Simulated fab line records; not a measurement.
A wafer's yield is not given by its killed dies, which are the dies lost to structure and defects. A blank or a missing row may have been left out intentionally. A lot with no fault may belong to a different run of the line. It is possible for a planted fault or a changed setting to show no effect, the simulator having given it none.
fab line records	flow n5_finfet
record: lots: 6	wafers: 18	last_day: 18
route steps=1938 shown BEOL_M5@1182 BEOL_M6@1194 PASSIVATION@1936
lots that met no fault: taken from a fault-free run of the same line
start_h: hours from the record's first day to the start of the lot's first wafer shown	wait_h: hours elapsed since this lot's preceding step	" the same as in the row above	L1.1+2: a row that stands for several wafers	- value missing, or start not given	* or withheld: withheld	< > ~ a bound
route shown NAME@n: names a module that has steps shown in the file, with the first one's number in the route	usual: average and standard deviation across the fault-free wafers	same: alike in all rows	chamber/n: place in a boat	sites: readings site by site	_std_site: the values' standard deviation	_edge_site: inner sites' mean taken away from outer sites' mean	radius_mm: for every site, how far away it sits from the centre of the wafer	mask NAME#n: copy n	behind: the most recent tool/chamber to have shaped the wafer	hold: reason for holding the lot/hours on hold/outcome of the hold	device: which transistor (n, p or np) failed to switch	end of line: tests of these same wafers at the route's end	a step without rows: its recipe alone	killed: dies that structure and defects cost at the first sort, which is not the same as the wafer's yield	map: dies across one wafer; x = killed, . = not, _ = none there
set.NAME: the run value of the setting; set.NAME@STEP: its run value at that earlier step	model.NAME: the simulator's own value behind a step, which no gauge read
certain route steps with their lots: each step a table, each wafer a row
services: when a tool's chamber went out of use (start_h, in hours from the record's first day, below 0 if earlier), for how many hours, and the reason
== steps ==
step: N5_BEOL_M5_ANNEAL_89
recipe: temp_c: 400	time_s: 1800	ambient: vacuum
usual: heater_power_w: 815/57	susceptor_temp_C_max: 400.9/0.36
lot.wafer	tool	chamber	start_h	wait_h	heater_power_w	susceptor_temp_C_max
L210.1	pvd_sputter-02	-	172.71	0.0	776	401.1
L210.2	"	-	"	"	921	400.8
L210.5	"	-	"	"	800	401.3
L212.1	pvd_sputter-03	-	202.02	0.0	887	401.5
L212.5	"	-	"	"	792	400.6
L212.6	"	-	"	"	776	400.8
L224.4	pvd_sputter-03	-	278.56	0.0	869	400.4
L224.5	"	-	"	"	888	400.8
L224.6	"	-	"	"	794	401.0
L223.1	pvd_sputter-01	-	285.64	0.0	756	400.6
L223.4	"	-	"	"	770	400.8
L223.5	"	-	"	"	789	401.0
L229.3	pvd_sputter-01	-	319.88	0.0	758	400.7
L229.4	"	-	"	"	771	400.9
L229.5	"	-	"	"	756	400.4
L230.1	pvd_sputter-03	-	329.52	0.0	869	401.0
L230.2	"	-	"	"	767	401.1
L230.4	"	-	"	"	875	401.2
step: N5_BEOL_M5_SPUTTER_90
recipe: material: Cu	target_thk_a: 45	temp_c: -20	chamber_pressure_pa: 0.07	power_w: withheld	time_s: 8.29
usual: throttle_valve_pct: 30.3/0.95
lot.wafer	tool	chamber	start_h	wait_h	throttle_valve_pct
L210.1	pvd_sputter-02	-	173.71	0.5	29.3
L210.2	"	-	"	"	29.9
L210.5	"	-	"	"	29.9
L212.1	pvd_sputter-03	-	203.03	0.5	29.1
L212.5	"	-	"	"	30.6
L212.6	"	-	"	"	31.6
L224.4	pvd_sputter-03	-	279.57	0.5	29.8
L224.5	"	-	"	"	29.9
L224.6	"	-	"	"	31.5
L223.1	pvd_sputter-01	-	286.65	0.5	30.2
L223.4	"	-	"	"	28.5
L223.5	"	-	"	"	31.5
L229.3	pvd_sputter-01	-	320.88	0.5	30.4
L229.4	"	-	"	"	29.0
L229.5	"	-	"	"	30.2
L230.1	pvd_sputter-03	-	330.52	0.5	29.6
L230.2	"	-	"	"	30.5
L230.4	"	-	"	"	28.8
step: N5_BEOL_M5_ECD_50
recipe: material: Cu	target_thk_a: 3000
step: N5_BEOL_M5_ANNEAL_51
recipe: temp_c: 225	time_s: 90	ambient: N2
usual: wafer_temp_C_max: 226.2/0.3
lot.wafer	tool	chamber	start_h	wait_h	wafer_temp_C_max
L210.1	rtp_anneal-02	0	173.92	0.1	226.5
L210.2	"	0	"	"	226.2
L210.5	"	0	"	"	225.8
L212.1	rtp_anneal-01	0	203.23	0.1	226.3
L212.5	"	0	"	"	226.0
L212.6	"	0	"	"	226.0
L224.4	rtp_anneal-02	0	279.91	0.2	226.1
L224.5	"	0	"	"	225.7
L224.6	"	0	"	"	225.8
L223.1	rtp_anneal-01	0	286.85	0.1	226.1
L223.4	"	0	"	"	226.1
L223.5	"	0	"	"	226.3
L229.3	rtp_anneal-02	0	322.88	1.8	226.3
L229.4	"	0	"	"	226.6
L229.5	"	0	"	"	226.4
L230.1	rtp_anneal-02	0	330.73	0.1	226.3
L230.2	"	0	"	"	226.1
L230.4	"	0	"	"	226.2
step: N5_BEOL_M5_CMP_52
recipe: stop_on: SiCOH_lowk	t_overpolish_s: 6.9	down_force_psi: 1	platen_rpm: 50	clearing_platen_down_force_psi: 1.5	clearing_platen_rpm: 50	post_cmp_clean: cu_alkaline	target_thk_nm: 62	clearing_platen_pad_velocity_m_s: 0.99484	pad_velocity_m_s: 0.99484
step: N5_BEOL_M5_THK_MEAS_53
recipe: thk_meas_gauge: xrf	reads: Cu_of_BEOL_M5_ECD_50
usual: M5_THK: 61.5/2.2
lot.wafer	tool	chamber	start_h	wait_h	M5_THK[nm]
L210.1	film_metro-01	-	174.51	-	64.3
L210.2	"	-	"	"	59.4
L210.5	"	-	"	"	58.8
L212.1	film_metro-02	-	203.82	-	61.1
L212.5	"	-	"	"	61.8
L212.6	"	-	"	"	61.2
L224.4	film_metro-02	-	280.37	-	61.8
L224.5	"	-	"	"	62.4
L224.6	"	-	"	"	60.2
L223.1	film_metro-02	-	287.44	-	62.2
L223.4	"	-	"	"	66.1
L223.5	"	-	"	"	64.0
L229.3	film_metro-01	-	323.40	-	61.5
L229.4	"	-	"	"	67.8
L229.5	"	-	"	"	60.8
L230.1	film_metro-01	-	331.32	-	62.5
L230.2	"	-	"	"	60.4
L230.4	"	-	"	"	58.3
step: N5_BEOL_M5_PRE_CLEAN_77
recipe: gas: NH3/H2	time_s: 15	temp_c: *	rf_power_w: 300
usual: heater_power_w: 90/22
lot.wafer	tool	chamber	start_h	wait_h	heater_power_w
L210.1	cvd_co-02	2	174.54	0.0	85
L210.2	"	0	"	"	114
L210.5	"	2	"	"	88
L212.1	cvd_co-01	1	203.86	0.0	72
L212.5	"	2	"	"	107
L212.6	"	0	"	"	108
L224.4	cvd_co-02	0	280.42	0.1	117
L224.5	"	1	"	"	59
L224.6	"	2	"	"	88
L223.1	cvd_co-01	2	287.48	0.0	107
L223.4	"	2	"	"	106
L223.5	"	0	"	"	102
L229.3	cvd_co-02	0	323.43	0.0	119
L229.4	"	2	"	"	89
L229.5	"	1	"	"	61
L230.1	cvd_co-01	1	331.36	0.0	69
L230.2	"	0	"	"	106
L230.4	"	1	"	"	70
step: N5_BEOL_M5_CO_CAP_78
recipe: material: Co	target_thk_a: 20	temp_c: 200	precursor: CCTBA/H2	pressure_torr: 30	time_s: 102.1
step: N5_BEOL_M5_PRE_CLEAN_55
recipe: gas: NH3	time_s: 15	temp_c: withheld	rf_power_w: 300
step: N5_BEOL_M5_DEP_56
recipe: material: SiCN	target_thk_a: 80	temp_c: withheld	precursor: 3MS/NH3	pressure_torr: 3	rf_w: 202	time_s: 14
step: N5_BEOL_M5_RS_MEAS_57
recipe: thk_meas_gauge: four-point-probe	reads: Co_of_BEOL_M5_CO_CAP_78+Cu_of_BEOL_M5_ECD_50+Co_of_BEOL_M5_CVD_47+TaN_of_BEOL_M5_ALD_86
usual: M5_RS: 0.391/0.017
lot.wafer	tool	chamber	start_h	wait_h	M5_RS[ohm/sq]
L210.1	film_metro-01	-	174.77	0.0	0.372
L210.2	"	-	"	"	0.411
L210.5	"	-	"	"	0.414
L212.1	film_metro-02	-	204.11	0.1	0.392
L212.5	"	-	"	"	0.388
L212.6	"	-	"	"	0.394
L224.4	film_metro-02	-	280.63	0.0	0.390
L224.5	"	-	"	"	0.386
L224.6	"	-	"	"	0.403
L223.1	film_metro-01	-	287.70	0.0	0.386
L223.4	"	-	"	"	0.361
L223.5	"	-	"	"	0.375
L229.3	film_metro-02	-	323.67	0.1	0.388
L229.4	"	-	"	"	0.346
L229.5	"	-	"	"	0.395
L230.1	film_metro-01	-	331.58	0.1	0.383
L230.2	"	-	"	"	0.400
L230.4	"	-	"	"	0.418
step: N5_BEOL_M5_INSPECT_58
recipe: inspect_instrument: darkfield	mode: post_dep
usual: raw_defect_count: 72/24
lot.wafer	tool	chamber	start_h	wait_h	raw_defect_count
L210.1	defect_inspect-01	-	174.79	0.0	43
L210.2	"	-	"	"	61
L210.5	"	-	"	"	87
L212.1	defect_inspect-01	-	204.14	0.0	42
L212.5	"	-	"	"	78
L212.6	"	-	"	"	78
L224.4	defect_inspect-01	-	280.65	0.0	61
L224.5	"	-	"	"	76
L224.6	"	-	"	"	52
L223.1	defect_inspect-01	-	287.73	0.0	57
L223.4	"	-	"	"	117
L223.5	"	-	"	"	70
L229.3	defect_inspect-01	-	323.70	0.0	75
L229.4	"	-	"	"	86
L229.5	"	-	"	"	66
L230.1	defect_inspect-01	-	331.61	0.0	58
L230.2	"	-	"	"	35
L230.4	"	-	"	"	58
step: N5_BEOL_M6_ILD_DEP_00
recipe: material: SiCOH_lowk	target_thk_a: 1797.5	temp_c: 300	precursor: DEMS/porogen	pressure_torr: 5	rf_w: 500	time_s: 33.4
usual: heater_power_w: 331/48	showerhead_plenum_p_Torr: 5.747/0.016	throttle_valve_pct: 13.6/0.36
lot.wafer	tool	chamber	start_h	wait_h	heater_power_w	showerhead_plenum_p_Torr	throttle_valve_pct	model.SiCOH_lowk_of_BEOL_M6_ILD_DEP_00.thk_nm
L210.1	pecvd-01	2	174.83	0.0	352	5.737	13.4	182.2
L210.2	"	1	"	"	387	5.755	13.2	176.8
L210.5	"	2	"	"	354	5.743	13.7	183.8
L212.1	pecvd-02	1	204.18	0.0	359	5.745	13.6	180.4
L212.5	"	0	"	"	345	5.744	14.1	178.2
L212.6	"	1	"	"	352	5.750	13.6	181
L224.4	pecvd-02	1	280.71	0.1	429	5.767	13.7	169.8
L224.5	"	2	"	"	301	5.748	13.8	178.6
L224.6	"	0	"	"	319	5.743	14.1	179.6
L223.1	pecvd-02	0	287.77	0.0	366	5.745	13.6	166.8
L223.4	"	0	"	"	360	5.753	13.7	166.2
L223.5	"	2	"	"	254	5.754	13.5	179.6
L229.3	pecvd-01	0	323.73	0.0	281	5.769	13.2	177.4
L229.4	"	0	"	"	291	5.773	13.3	179.8
L229.5	"	1	"	"	318	5.762	13.3	181.6
L230.1	pecvd-01	2	331.65	0.0	328	5.748	13.4	180
L230.2	"	1	"	"	405	5.759	13.2	181
L230.4	"	1	"	"	319	5.757	13.1	186.6
step: N5_BEOL_M6_CURE_74
recipe: temp_c: 385	time_s: 240	ambient: He/Ar	material: SiCOH_lowk
step: N5_BEOL_M6_THK_MEAS_01
recipe: reads: SiCOH_lowk_of_BEOL_M6_ILD_DEP_00
usual: M6_ILD_THK: 155.0/2.1
lot.wafer	tool	chamber	start_h	wait_h	M6_ILD_THK[nm]
L210.1	film_metro-01	-	175.47	0.4	157.0
L210.2	"	-	"	"	152.5
L210.5	"	-	"	"	158.4
L212.1	film_metro-01	-	204.75	0.4	155.5
L212.5	"	-	"	"	153.7
L212.6	"	-	"	"	156.2
L224.4	film_metro-01	-	281.27	0.2	146.3
L224.5	"	-	"	"	154.0
L224.6	"	-	"	"	155.1
L223.1	film_metro-02	-	288.34	0.4	143.7
L223.4	"	-	"	"	143.3
L223.5	"	-	"	"	155.0
L229.3	film_metro-02	-	324.79	0.5	152.9
L229.4	"	-	"	"	155.0
L229.5	"	-	"	"	156.5
L230.1	film_metro-01	-	332.23	0.4	155.2
L230.2	"	-	"	"	156.2
L230.4	"	-	"	"	160.9
step: N5_BEOL_M6_PECVD_70
recipe: material: SiO2	target_thk_a: 200	temp_c: 400	precursor: TEOS/O2	pressure_torr: 5.5	rf_w: 450	teos_flow_sccm: 53.8	gas: O2	flow_sccm: 3000	time_s: 22.7
step: N5_BEOL_M6_HM_DEP_02
recipe: material: TiN	target_thk_a: 200	temp_c: 25	chamber_pressure_pa: 0.49996
step: N5_BEOL_M6_COAT_59
recipe: resist: SOC	temp_c: 250	time_s: 60	spin_rpm: 1500	resist_thk_nm: 100
step: N5_BEOL_M6_COAT_60
recipe: resist: SiARC	temp_c: 220	time_s: 60	spin_rpm: 1500	resist_thk_nm: 35
step: N5_BEOL_M6_COAT_05
recipe: resist: CAR-ArF	spin_rpm: 1500	resist_thk_nm: 90
step: N5_BEOL_M6_EBR_07
recipe: solvent: PGMEA	ebr_width_mm: 1.5
step: N5_BEOL_M6_SOFTBAKE_06
recipe: temp_c: 110	time_s: 60	resist: CAR-ArF
step: N5_BEOL_M6_EXPOSE_08
recipe: mask_id: M6	na: 1.35	source_shape: dipole	sigma_inner: 0.817	sigma_outer: 0.97	polarization: te	dose_mj: 68.25
step: N5_BEOL_M6_PEB_09
recipe: peb_temp_c: withheld	peb_time_s: 60	resist: CAR-ArF
step: N5_BEOL_M6_DEVELOP_10
recipe: develop_time_s: 30	developer: TMAH	resist: CAR-ArF	rinse_liquid: diw	dry: air_spin	dev_temp_c: 23
step: N5_BEOL_M6_CD_MEAS_11
recipe: target_cd_nm: 38.5	landing_energy_ev: 500	detector: se_inlens	polarity: opening
usual: cd_nm: 38.7/0.55
lot.wafer	tool	chamber	start_h	wait_h	cd_nm
L210.1	cd_sem-01	0	177.96	-	37.9
L210.2	"	0	"	"	38.2
L210.5	"	0	"	"	39.0
L212.1	cd_sem-03	0	208.89	-	38.1
L212.5	"	0	"	"	38.4
L212.6	"	0	"	"	39.7
L224.4	cd_sem-01	0	282.50	-	38.5
L224.5	"	0	"	"	39.3
L224.6	"	0	"	"	39.1
L223.1	cd_sem-01	0	290.21	-	39.2
L223.4	"	0	"	"	38.4
L223.5	"	0	"	"	39.6
L229.3	cd_sem-03	0	326.36	-	38.0
L229.4	"	0	"	"	38.5
L229.5	"	0	"	"	39.1
L230.1	cd_sem-03	0	332.88	-	38.2
L230.2	"	0	"	"	38.7
L230.4	"	0	"	"	38.9
step: N5_BEOL_M6_OVL_MEAS_12
recipe: points_per_wafer: 44
usual: M6_OVL: 0.0/0.69
lot.wafer	tool	chamber	start_h	wait_h	M6_OVL[nm]
L210.1	overlay-01	0	177.99	0.0	-0.3
L210.2	"	0	"	"	-0.1
L210.5	"	0	"	"	-1.3
L212.1	overlay-02	0	208.92	0.0	-1.1
L212.5	"	0	"	"	-0.8
L212.6	"	0	"	"	0.7
L224.4	overlay-01	0	282.53	0.0	-0.8
L224.5	"	0	"	"	-0.8
L224.6	"	0	"	"	-0.3
L223.1	overlay-02	0	290.24	0.0	0.0
L223.4	"	0	"	"	0.4
L223.5	"	0	"	"	0.3
L229.3	overlay-01	0	326.39	0.0	0.2
L229.4	"	0	"	"	-0.1
L229.5	"	0	"	"	-0.6
L230.1	overlay-02	0	332.91	0.0	1.2
L230.2	"	0	"	"	0.7
L230.4	"	0	"	"	-0.3
step: N5_BEOL_M6_INSPECT_13
recipe: mode: adi	inspect_instrument: brightfield
usual: raw_defect_count: 383/72
lot.wafer	tool	chamber	start_h	wait_h	raw_defect_count
L210.1	defect_inspect-01	-	178.02	0.0	289
L210.2	"	-	"	"	358
L210.5	"	-	"	"	416
L212.1	defect_inspect-02	-	208.95	0.0	325
L212.5	"	-	"	"	365
L212.6	"	-	"	"	267
L224.4	defect_inspect-02	-	282.56	0.0	390
L224.5	"	-	"	"	302
L224.6	"	-	"	"	299
L223.1	defect_inspect-02	-	290.26	0.0	413
L223.4	"	-	"	"	475
L223.5	"	-	"	"	447
L229.3	defect_inspect-02	-	326.41	0.0	305
L229.4	"	-	"	"	362
L229.5	"	-	"	"	358
L230.1	defect_inspect-02	-	332.93	0.0	312
L230.2	"	-	"	"	304
L230.4	"	-	"	"	358
step: N5_BEOL_M6_DESCUM_16
recipe: chemistry: O2	time_s: 7.9	source_power_w: 50	bias_power_w: 20	pressure_mtorr: 20	rf_frequency_hz: 2.712e+07	temp_c: 40	resist: CAR-ArF	o2_flow_sccm: 225
usual: drypump_motor_current_A: 5.8/0.41	oes_product_au: 0.83/0.094	rf_vpp_V: 243.5/1.2	showerhead_plenum_p_Torr: 2.11/0.06	throttle_valve_pct: 20.35/0.2
lot.wafer	tool	chamber	start_h	wait_h	drypump_motor_current_A	oes_product_au	rf_hours_counter_h	rf_vpp_V	showerhead_plenum_p_Torr	throttle_valve_pct
L210.1	rie_diel-06	2	178.23	0.2	6.4	0.93	14	244.0	2.16	20.33
L210.2	"	0	"	"	5.4	0.68	211	241.1	1.99	20.48
L210.5	"	3	"	"	5.7	0.90	-	242.2	2.12	20.00
L212.1	rie_diel-05	2	208.98	0.0	5.7	0.76	135	245.2	2.19	20.43
L212.5	"	1	"	"	6.1	0.87	-	243.6	2.14	20.20
L212.6	"	0	"	"	5.3	0.89	-	243.0	2.06	20.45
L224.4	rie_diel-04	3	282.62	0.1	5.4	0.98	2	243.4	2.05	20.41
L224.5	"	0	"	"	5.3	0.87	-	245.1	2.15	20.41
L224.6	"	1	"	"	5.4	0.95	-	243.1	2.14	20.25
L223.1	rie_diel-06	3	290.50	0.2	5.7	0.84	59	243.3	2.11	20.07
L223.4	"	2	"	"	6.4	0.86	50	244.0	2.14	20.41
L223.5	"	2	"	"	6.4	0.86	-	243.3	2.14	20.37
L229.3	rie_diel-05	0	326.44	0.0	5.3	0.82	68	241.6	2.04	20.50
L229.4	"	3	"	"	6.2	1.01	5	243.0	2.04	20.10
L229.5	"	3	"	"	6.1	1.00	-	242.2	2.04	20.12
L230.1	rie_diel-06	2	332.97	0.0	6.4	0.83	64	243.9	2.14	20.41
L230.2	"	1	"	"	6.5	0.87	51	244.1	2.13	20.09
L230.4	"	0	"	"	5.3	0.99	4	245.2	2.23	20.23
step: N5_BEOL_M6_ETCH_61
recipe: chemistry: CF4	target: SiARC	target_depth_a: 455	mask_material: CAR-ArF	time_s: 75.8	ion_energy_ev: 80	pressure_mtorr: 40	source_w: 545	bias_w: 36	Ar_flow_sccm: 100	cf4_flow_sccm: 100	ends: cleared
step: N5_BEOL_M6_ETCH_62
recipe: chemistry: N2/H2	target: SOC	target_depth_a: 1100	overetch_a: 220	mask_material: SiARC	temp_c: 40	time_s: 165	ion_energy_ev: 200	pressure_mtorr: 30	source_w: 840	bias_w: 150	n2_flow_sccm: 200	h2_flow_sccm: 200
step: N5_BEOL_M6_STRIP_68
recipe: chemistry: N2/H2	temp_c: 40	n2_flow_sccm: 200	h2_flow_sccm: 200	rf_frequency_hz: 6e+07
step: N5_BEOL_M6_STRIP_67
recipe: chemistry: CF4	resist: SiARC	power_w: 300	bias_power_w: 75	pressure_mtorr: 50	cf4_flow_sccm: 150	rf_frequency_hz: 6e+07
step: N5_BEOL_M6_HM_OPEN_17
recipe: chemistry: Cl2/BCl3	target_depth_a: 200	overetch_a: 60	target: TiN	mask_material: SOC	ion_energy_ev: 150	pressure_mtorr: 10	icp_w: 1000	bias_w: 126	Cl2_flow_sccm: 53.25	bcl3_flow_sccm: 21.75	Ar_flow_sccm: 25
step: N5_BEOL_M6_STRIP_19
recipe: chemistry: O2	power_w: 400	temp_c: 40	pressure_mtorr: 30	rf_frequency_hz: 6e+07	bias_power_w: 0	overash_fraction: 0.2	o2_flow_sccm: 225
step: N5_BEOL_M6_CD_MEAS_18
recipe: pitch_nm: 80	target_cd_nm: 40
usual: cd_nm: 40.3/0.66
lot.wafer	tool	chamber	start_h	wait_h	cd_nm
L210.1	cd_sem-03	-	178.69	0.0	39.8
L210.2	"	-	"	"	39.6
L210.5	"	-	"	"	39.6
L212.1	cd_sem-01	-	209.44	0.0	39.9
L212.5	"	-	"	"	40.4
L212.6	"	-	"	"	41.3
L224.4	cd_sem-02	-	283.19	0.0	39.7
L224.5	"	-	"	"	40.0
L224.6	"	-	"	"	41.4
L223.1	cd_sem-03	-	291.15	0.0	40.6
L223.4	"	-	"	"	40.6
L223.5	"	-	"	"	40.6
L229.3	cd_sem-02	-	327.09	0.1	38.9
L229.4	"	-	"	"	40.1
L229.5	"	-	"	"	40.0
L230.1	cd_sem-03	-	333.42	0.0	39.9
L230.2	"	-	"	"	40.4
L230.4	"	-	"	"	40.6
step: N5_BEOL_M6_COAT_63
recipe: resist: SOC	temp_c: 250	time_s: 60	spin_rpm: 1500	resist_thk_nm: 60
step: N5_BEOL_M6_COAT_64
recipe: resist: SiARC	temp_c: 220	time_s: 60	spin_rpm: 1500	resist_thk_nm: 12
step: N5_BEOL_M6_COAT_71
recipe: resist: underlayer	temp_c: 205	time_s: 60	spin_rpm: 1500	resist_thk_nm: 5
step: N5_BEOL_M6_COAT_22
recipe: resist: CAR-EUV	spin_rpm: 1500	resist_thk_nm: 30
step: N5_BEOL_M6_EBR_24
recipe: solvent: PGMEA	ebr_width_mm: 1.5
step: N5_BEOL_M6_SOFTBAKE_23
recipe: temp_c: 110	time_s: 60	resist: CAR-EUV
step: N5_BEOL_M6_CMP_52
recipe: stop_on: SiCOH_lowk	t_overpolish_s: 6.9	down_force_psi: 1	platen_rpm: 50	clearing_platen_down_force_psi: 1.5	clearing_platen_rpm: 50	post_cmp_clean: cu_alkaline	target_thk_nm: 80	clearing_platen_pad_velocity_m_s: 0.99484	pad_velocity_m_s: 0.99484
usual: motor_current_A: 5.9/0.75	pad_life_wafers: 1144/690
lot.wafer	tool	chamber	start_h	wait_h	motor_current_A	pad_life_wafers	model.SiCOH_lowk_of_BEOL_M6_ILD_DEP_00.thk_nm
L210.2	cmp-01	1	183.01	0.2	7.0	1506	149.4
L210.1	"	3	"	"	4.6	1508	154.2
L210.5	"	1	"	"	7.4	-	155.4
L212.1	cmp-04	2	217.69	0.4	5.3	579	152.6
L212.5	"	3	"	"	6.0	-	150.8
L212.6	"	0	"	"	5.9	-	153
L224.4	cmp-03	0	287.53	0.2	5.9	675	143.4
L224.5	"	1	"	"	5.6	-	151
L224.6	"	2	"	"	7.3	-	152
L223.1	cmp-01	0	296.46	0.3	5.3	102	140.6
L223.4	"	3	"	"	5.1	105	140.2
L223.5	"	0	"	"	5.7	-	152
L229.3	cmp-04	0	335.40	0.2	5.9	1506	150
L229.4	"	3	"	"	6.1	1509	152
L229.5	"	0	"	"	6.2	-	153.6
L230.4	cmp-04	3	337.77	0.2	6.0	1525	158
L230.2	"	0	"	"	6.1	1526	153.2
L230.1	"	1	"	"	5.0	1527	152.2
step: N5_PASSIVATION_PROBE_49
usual: defect_limited_yield: 91.1/1.3	killed_at_M0_to_M3: 32/9.7	killed_at_M4_up: 16/6	killed_at_contacts: 12/5.9	killed_at_front_end: 41/11	killed_at_other: 4/3.1	killed_dies: 104/16	killed_open: 68/12	killed_short: 34/7.4	sort_bin_5_function: 5.1/0.85	sort_bin_6_memory: 3.3/0.66	sort_bin_8_speed: 0.1/0.53	sort_n_pass: 1075/16	sort_yield_pct: 91.1/1.4
same: gross_dies: 1180	killed_at_back_side: 0	sort_bin_4_leakage[%]: 0
lot.wafer	tool	chamber	start_h	wait_h	defect_limited_yield[%]	killed_at_M0_to_M3	killed_at_M4_up	killed_at_contacts	killed_at_front_end	killed_at_other	killed_dies	killed_open	killed_short	sort_bin_5_function[%]	sort_bin_6_memory[%]	sort_bin_8_speed[%]	sort_n_pass	sort_yield_pct[%]
L212.1	prober-01	-	309.94	0.0	90.8	35	11	11	48	4	109	71	34	5.4	3.6	0	1071	90.8
L212.5	prober-01	-	310.14	0.2	90.8	31	22	7	47	1	108	70	35	6.0	2.8	0	1072	90.8
L212.6	prober-01	-	310.19	0.3	88.4	35	16	15	66	5	137	86	46	6.6	4.7	0	1043	88.4
L229.5	prober-01	-	425.49	0.2	90.2	42	14	4	53	3	116	65	41	4.7	3.6	0	1064	90.2
killed by level:class
L212.1 FIN_SAQP:geometric_particle:open=21 FIN_SAQP:geometric_particle:short=9 MOL_CONTACT_COAG:geometric_particle:open=9 BEOL_M0_SAQP:geometric_particle:open=7 BEOL_M0_SAQP:geometric_particle:short=7 BEOL_M0:geometric_particle:open=6 STI_FIN_REVEAL:geometric_particle:open=5 BEOL_M1:geometric_particle:short=5
L212.5 FIN_SAQP:geometric_particle:open=14 BEOL_M4:geometric_particle:open=12 FIN_SAQP:geometric_particle:short=10 BEOL_M0_SAQP:geometric_particle:short=10 STI_FIN_REVEAL:geometric_particle:open=7 MOL_CONTACT_COAG:geometric_particle:open=6 BEOL_M3:geometric_particle:open=6 BEOL_M0_SAQP:geometric_particle:open=5
L212.6 FIN_SAQP:geometric_particle:open=27 FIN_SAQP:geometric_particle:short=14 MOL_CONTACT_COAG:geometric_particle:open=11 BEOL_M2:geometric_particle:open=8 BEOL_M4:geometric_particle:open=8 GATE_CUT:geometric_particle:short=6 BEOL_M0_SAQP:geometric_particle:open=6 BEOL_M0_SAQP:geometric_particle:short=5
L229.5 BEOL_M0_SAQP:geometric_particle:short=13 FIN_SAQP:geometric_particle:open=11 HKMG_FIN:area_etch=9 BEOL_M3:geometric_particle:open=8 BEOL_M0_SAQP:geometric_particle:open=7 BEOL_M2:geometric_particle:open=6 BEOL_M4:geometric_particle:open=6 STI_FIN_REVEAL:geometric_particle:open=5
== services ==
tool	chamber	start_h	hours	kind
rtp_anneal-01	-	151.01	1.8	pm
cmp-01	-	151.92	1.6	repair
pecvd-02	2	161.44	4.7	repair
pecvd-02	-	161.88	9.5	repair
rie_diel-05	0	167.07	5.0	repair
cmp-04	-	171.47	3.7	pm
rie_diel-04	2	175.54	3.6	repair
rie_diel-05	1	183.42	12.0	repair
cmp-03	-	185.96	4.0	pm
cvd_co-02	-	200.41	6.9	pm
cmp-03	-	202.86	7.1	pm
rie_diel-05	-	205.16	0.7	repair
cvd_co-01	-	207.31	2.8	pm
rie_diel-05	-	218.37	0.1	repair
cvd_co-02	2	241.25	7.8	repair
rie_diel-05	3	242.46	40.9	repair
pecvd-01	2	245.23	12.9	repair
cvd_co-02	-	268.00	0.5	repair
rie_diel-06	2	275.94	2.5	repair
cmp-01	-	278.70	4.0	pm
cmp-01	-	284.29	0.9	repair
pecvd-01	1	303.86	4.9	repair
rtp_anneal-02	-	316.34	5.9	pm
cvd_co-01	-	333.74	6.0	pm
== key ==
first_sign: step: N5_BEOL_M6_THK_MEAS_01	reading: M6_ILD_THK	direction: down	sigmas: 5.1	usual: 155.0	struck: 144.4
effect none on later readings
model_effect: step: N5_BEOL_M6_ILD_DEP_00	value: SiCOH_lowk_of_BEOL_M6_ILD_DEP_00.thk_nm	without: 178.9	struck: 167.6
model_effect: step: N5_BEOL_M6_CMP_52	value: SiCOH_lowk_of_BEOL_M6_ILD_DEP_00.thk_nm	without: 151.3	struck: 141.4
met_at N5_BEOL_M6_ILD_DEP_00
struck_wafers L223.1,L223.4,L224.4
onset_between 204.18 280.71
fault: kind: process_parameter_drift	tool: pecvd-02	chamber: -	onset_h: 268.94	steps: N5_BEOL_M6_ILD_DEP_00	channel: time_s	offset: *	shape: step	end_h: 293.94	scope: struck_wafers_only	acts_in: *	stated: *
